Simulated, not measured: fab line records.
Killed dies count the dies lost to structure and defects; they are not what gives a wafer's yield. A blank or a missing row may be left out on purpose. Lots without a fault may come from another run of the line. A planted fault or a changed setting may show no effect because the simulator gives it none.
Split-lot experiment    flow n5 finfet    route with 1938 steps; 7 lots, 21 wafers read

ON THE SPLIT
At N5_BEOL_M6_TRENCH_ETCH_37 (etches SiCOH lowk in C4F6/O2, target depth 94.435 nm, time 31.5 s), the setting bias w was moved away from the recipe's 185 W on 3 of the 21 wafers read, by -17.7% to +16.2%. The other wafers ran this setting at the recipe's value.

The split's own step is where the reading is taken.

THE READING
rf vpp V, in V, at N5_BEOL_M6_TRENCH_ETCH_37 (etches SiCOH lowk in C4F6/O2, target depth 94.435 nm, time 31.5 s). Fault-free wafers of this fab line usually give 656 V, standard deviation 17 V.

wafer   tool, chamber at the split  bias w as run, W  against the recipe  rf vpp V, V  against lot-mates on the recipe
L075.2  rie diel-06, 3              185               recipe              676          -
L075.3  rie diel-06, 0              185               recipe              644          -
L075.6  rie diel-06, 3              185               recipe              675          -
L079.2  rie diel-02, 0              185               recipe              682          -
L079.5  rie diel-02, 1              185               recipe              662          -
L079.6  rie diel-02, 0              215               +16.2%              770          +98
L078.2  rie diel-05, 0              185               recipe              639          -
L078.3  rie diel-05, 2              208.9             +12.9%              694          +48
L078.6  rie diel-05, 1              185               recipe              654          -
L083.1  rie diel-05, 1              185               recipe              654          -
L083.4  rie diel-05, 0              185               recipe              641          -
L083.6  rie diel-05, 0              185               recipe              641          -
L082.1  rie diel-06, 3              185               recipe              676          -
L082.5  rie diel-06, 3              185               recipe              676          -
L082.6  rie diel-06, 0              185               recipe              640          -
L087.1  rie diel-06, 0              152.2             -17.7%              550          -114
L087.4  rie diel-06, 1              185               recipe              664          -
L087.5  rie diel-06, 1              185               recipe              665          -
L088.2  rie diel-05, 2              185               recipe              629          -
L088.5  rie diel-05, 3              185               recipe              657          -
L088.6  rie diel-05, 2              185               recipe              629          -

THE FIT
A straight line over all 21 wafers: rf vpp V changes by +5.69 V for each +1% of bias w; r = +0.88; the points scatter about the line by 19 V.
The same after taking each lot's own level away (the mean of its wafers on the recipe; 21 wafers): +5.71 V for each +1%; r = +0.94; scatter 13 V.
The reading moves by 1e+02 V for the largest change in bias w, on that fit.
Measured against the standard deviation above, the lots' own levels, which go from 638.3 to 672.0 V, span 2.0 times it.
So the lot-to-lot level changes the slope little: the two slopes agree.
Check: for one of the wafers moved furthest among these (-17.7%), held out of the fit, the line's prediction against its lot-mates is -91.3 V. Against them it came out at -114 V.
Tool readings at the split's step, against how far the setting was moved: rf vpp V r = +0.88.

FURTHER SPLITS ON THESE WAFERS
Note: prior to the reading, these wafers also went through further splits. Each is held against what the fit with the lots' levels taken away leaves over:
other split on the same wafers            wafers away from the commonest value  r with rf vpp V (lot level and that fit taken away)
N5_MOL_CONTACT_COAG_CVD_140 target thk a  8                                     +0.45
N5_BEOL_M0_SAQP_ILD_DEP_01 time s         8                                     -0.03
N5_BEOL_M0_SAQP_COAT_08 spin rpm          13                                    +0.08
N5_BEOL_M1_COAT_05 spin rpm               5                                     +0.05
N5_BEOL_M1_ETCH_74 bias w                 7                                     +0.01
N5_BEOL_M3_COAT_05 spin rpm               8                                     +0.19
N5_BEOL_M5_ETCH_62 source w               6                                     -0.03
N5_BEOL_M5_COAT_66 spin rpm               6                                     +0.07

THE FILE'S OWN FIT
rf vpp V changes by +5.69 V for each +1% of bias w, r = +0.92.
